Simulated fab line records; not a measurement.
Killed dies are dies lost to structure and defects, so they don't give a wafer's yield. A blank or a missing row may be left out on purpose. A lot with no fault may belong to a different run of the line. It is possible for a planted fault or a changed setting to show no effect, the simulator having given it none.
Check of tool commonality -- flow nand harc -- 2 lots, 6 wafers sampled

## WHY THIS WAS OPENED
Flagged at NHARC_END_SORT_01: reading killed at periphery, on 2 of 2 lots. No-fault wafers: 3.2, standard deviation 2.2.
Rule: flag the lot when none of its wafers has a number, or when each of its wafers that has one lies beyond 4 standard deviations from that mean. The other lots count as sound.

lot,measured,on,"killed at periphery, wafer by wafer",flag
L230,day 23 07:05,prober-01,49 76 68,FLAGGED
L231,day 23 12:31,prober-02,46 39 72,FLAGGED
The mean of the flagged lots' numbers is 58.3, +55.1 from the usual (+25 standard deviations).

## EACH LOT AND THE TOOL IT RAN ON
4 process steps preceding the reading are held in the record, out of 1159 steps in the route. Read each cell as the tool, then ch plus the chambers that the sampled wafers visited, then the start.
lot,flag,NHARC_P_CONTACT_STRIP_29,NHARC_THIN_TSV_DEGAS_53,NHARC_THIN_TSV_PRE_CLEAN_54,NHARC_THIN_TSV_ETCH_36
L230,FLAGGED,"wet bench-03 ch 1,4,6, day 9 18:26","pvd sputter-03, day 22 18:48","pvd sputter-03, day 22 18:54","rie metal-01 ch 0,1, day 22 20:31"
L231,FLAGGED,"wet bench-03 ch 4,5,6, day 9 17:43","pvd sputter-01, day 22 20:08","pvd sputter-01, day 22 20:13","rie metal-02 ch 0,1, day 22 21:41"
What the steps here do:
- NHARC_P_CONTACT_STRIP_29: strips in post etch residue remover, time 1200 s.
- NHARC_THIN_TSV_DEGAS_53: time 60 s.
- NHARC_THIN_TSV_PRE_CLEAN_54: time 30 s.
- NHARC_THIN_TSV_ETCH_36: etches the open film in Cl2/BCl3, target depth 65 nm, time 18.571 s.
- NHARC_END_SORT_01

## FLAGGED AGAINST TOTAL, ONE TOOL AT A TIME (gauges that did the reading follow at the end)
step,tool,lots run,flagged,share of the flagged lots,sound lots run after its first flagged lot
NHARC_P_CONTACT_STRIP_29,wet bench-03,2,2,all,0
NHARC_THIN_TSV_DEGAS_53,pvd sputter-01,1,1,some,0
NHARC_THIN_TSV_DEGAS_53,pvd sputter-03,1,1,some,0
NHARC_THIN_TSV_PRE_CLEAN_54,pvd sputter-01,1,1,some,0
NHARC_THIN_TSV_PRE_CLEAN_54,pvd sputter-03,1,1,some,0
NHARC_THIN_TSV_ETCH_36,rie metal-01,1,1,some,0
NHARC_THIN_TSV_ETCH_36,rie metal-02,1,1,some,0
NHARC_END_SORT_01,prober-01,1,1,some,0
NHARC_END_SORT_01,prober-02,1,1,some,0

## THE TABLE: WHAT IT ALLOWS
In the table, 1 row covers all flagged lots: wet bench-03 at NHARC_P_CONTACT_STRIP_29.
- wet bench-03 at NHARC_P_CONTACT_STRIP_29: 2 of its 2 lots flagged. Because this sample shows no sound lot run on it before its first flagged lot, the start cannot be pinned down more closely.
wet bench-03 at NHARC_P_CONTACT_STRIP_29 is the single tool remaining.

## WHAT THE SIMULATOR HAD PUT IN
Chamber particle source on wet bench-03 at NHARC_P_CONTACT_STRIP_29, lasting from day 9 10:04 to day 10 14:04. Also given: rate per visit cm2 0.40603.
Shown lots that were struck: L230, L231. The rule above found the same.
